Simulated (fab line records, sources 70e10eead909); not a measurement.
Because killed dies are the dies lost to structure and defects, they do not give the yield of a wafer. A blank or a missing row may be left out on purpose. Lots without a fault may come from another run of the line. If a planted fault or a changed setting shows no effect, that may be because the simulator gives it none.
Tool commonality check :: flow nand harc :: Lots sampled 14, wafers sampled 48

REASON IT WAS OPENED
At NHARC_A_ONON_D2_THK_MEAS_21 the reading thk nm is flagged on 2 of 14 lots. Fault-free wafers read 1003 nm, with a standard deviation of 11.
Rule: a lot gets a flag if all its wafers with a number sit over 4 standard deviations from that mean, or if no wafer of it has a number. The rest of the lots are taken to be sound.

lot: L323
measured: day 12 22:41
on: film metro-02
thk nm (nm), wafer by wafer: 1013 1011 1012
flag: 

lot: L324
measured: day 13 06:15
on: film metro-01
thk nm (nm), wafer by wafer: 987 986 987
flag: 

lot: L326
measured: day 14 04:01
on: film metro-01
thk nm (nm), wafer by wafer: 999 1001 1001
flag: 

lot: L328
measured: day 14 18:22
on: film metro-01
thk nm (nm), wafer by wafer: 1008 1008 1007
flag: 

lot: L327
measured: day 14 18:23
on: film metro-02
thk nm (nm), wafer by wafer: 983 986 986
flag: 

lot: L329
measured: day 15 06:44
on: film metro-01
thk nm (nm), wafer by wafer: 1009 1008 1010
flag: 

lot: L331
measured: day 16 04:16
on: film metro-02
thk nm (nm), wafer by wafer: 991 992 991
flag: 

lot: L330
measured: day 16 04:16
on: film metro-02
thk nm (nm), wafer by wafer: 1015 1014 1016
flag: 

lot: L332
measured: day 16 17:58
on: film metro-01
thk nm (nm), wafer by wafer: 1018 1019 1019
flag: 

lot: L333
measured: day 16 17:59
on: film metro-01
thk nm (nm), wafer by wafer: 989 987 987
flag: 

lot: L334
measured: day 17 09:19
on: film metro-02
thk nm (nm), wafer by wafer: 1009 1009 1010
flag: 

lot: L338
measured: day 18 18:11
on: film metro-01
thk nm (nm), wafer by wafer: 1534 1535 1534 1535 1537 1535
flag: FLAGGED

lot: L336
measured: day 19 01:35
on: film metro-01
thk nm (nm), wafer by wafer: 1544 1546 1543 1542 1546 1545
flag: FLAGGED

lot: L346
measured: day 21 20:16
on: film metro-02
thk nm (nm), wafer by wafer: 1006 1006 1006
flag: 
The numbers of the flagged lots are 1540 nm on average: +537 nm against the usual, or +49 standard deviations.

TOOL THAT RAN EACH LOT
The record holds 1 process step before the reading, out of a route of 1302 steps. Cell contents, in order: the tool; ch with the chambers the sampled wafers went through; the start.
lot: L323
flag: 
NHARC_A_ONON_D2_DEP_19: pecvd onon-03 ch 0, day 12 22:14

lot: L324
flag: 
NHARC_A_ONON_D2_DEP_19: pecvd onon-03 ch 0, day 13 05:44

lot: L326
flag: 
NHARC_A_ONON_D2_DEP_19: pecvd onon-02 ch 0, day 14 03:31

lot: L328
flag: 
NHARC_A_ONON_D2_DEP_19: pecvd onon-02 ch 0, day 14 17:59

lot: L327
flag: 
NHARC_A_ONON_D2_DEP_19: pecvd onon-04 ch 0, day 14 17:52

lot: L329
flag: 
NHARC_A_ONON_D2_DEP_19: pecvd onon-02 ch 0, day 15 06:16

lot: L331
flag: 
NHARC_A_ONON_D2_DEP_19: pecvd onon-03 ch 0, day 16 03:45

lot: L330
flag: 
NHARC_A_ONON_D2_DEP_19: pecvd onon-02 ch 0, day 16 03:45

lot: L332
flag: 
NHARC_A_ONON_D2_DEP_19: pecvd onon-04 ch 0, day 16 17:31

lot: L333
flag: 
NHARC_A_ONON_D2_DEP_19: pecvd onon-03 ch 0, day 16 17:28

lot: L334
flag: 
NHARC_A_ONON_D2_DEP_19: pecvd onon-02 ch 0, day 17 08:59

lot: L338
flag: FLAGGED
NHARC_A_ONON_D2_DEP_19: pecvd onon-02 ch 0, day 18 17:47

lot: L336
flag: FLAGGED
NHARC_A_ONON_D2_DEP_19: pecvd onon-02 ch 0, day 19 01:05

lot: L346
flag: 
NHARC_A_ONON_D2_DEP_19: pecvd onon-03 ch 0, day 21 19:49
What these steps do:
- NHARC_A_ONON_D2_DEP_19: target thk 1000 nm.
- NHARC_A_ONON_D2_THK_MEAS_21: measures by ellipsometry.

FLAGGED AGAINST TOTAL, ONE TOOL AT A TIME (gauges that did the reading follow at the end)
step: NHARC_A_ONON_D2_DEP_19
tool: pecvd onon-02
lots run: 7
flagged: 2
share of the flagged lots: all
sound lots run after its first flagged lot: 0

step: NHARC_A_ONON_D2_DEP_19
tool: pecvd onon-03
lots run: 5
flagged: 0
share of the flagged lots: none
sound lots run after its first flagged lot: -

step: NHARC_A_ONON_D2_DEP_19
tool: pecvd onon-04
lots run: 2
flagged: 0
share of the flagged lots: none
sound lots run after its first flagged lot: -

step: NHARC_A_ONON_D2_THK_MEAS_21
tool: film metro-01
lots run: 8
flagged: 2
share of the flagged lots: all
sound lots run after its first flagged lot: 0

step: NHARC_A_ONON_D2_THK_MEAS_21
tool: film metro-02
lots run: 6
flagged: 0
share of the flagged lots: none
sound lots run after its first flagged lot: -

WHAT THE TABLE PERMITS
pecvd onon-02 at NHARC_A_ONON_D2_DEP_19 and film metro-01 at NHARC_A_ONON_D2_THK_MEAS_21 are the 2 rows of the table that ran each flagged lot.
- pecvd onon-02 at NHARC_A_ONON_D2_DEP_19: 2 of its 7 lots flagged. Its last sound lot is L334 (day 17 08:59), its first flagged lot L338 (day 18 17:47): a fault that began between those two fits.
- film metro-01 at NHARC_A_ONON_D2_THK_MEAS_21: 2 of its 8 lots flagged. Its last sound lot is L333 (day 16 17:59), its first flagged lot L338 (day 18 18:11): a fault that began between those two fits.
These 2 tools cannot be told apart by counting lots, since each of them fits a fault that started at some hour. More lots, or a look at what each step does to the wafer, might.

WHAT THE SIMULATOR PUT IN
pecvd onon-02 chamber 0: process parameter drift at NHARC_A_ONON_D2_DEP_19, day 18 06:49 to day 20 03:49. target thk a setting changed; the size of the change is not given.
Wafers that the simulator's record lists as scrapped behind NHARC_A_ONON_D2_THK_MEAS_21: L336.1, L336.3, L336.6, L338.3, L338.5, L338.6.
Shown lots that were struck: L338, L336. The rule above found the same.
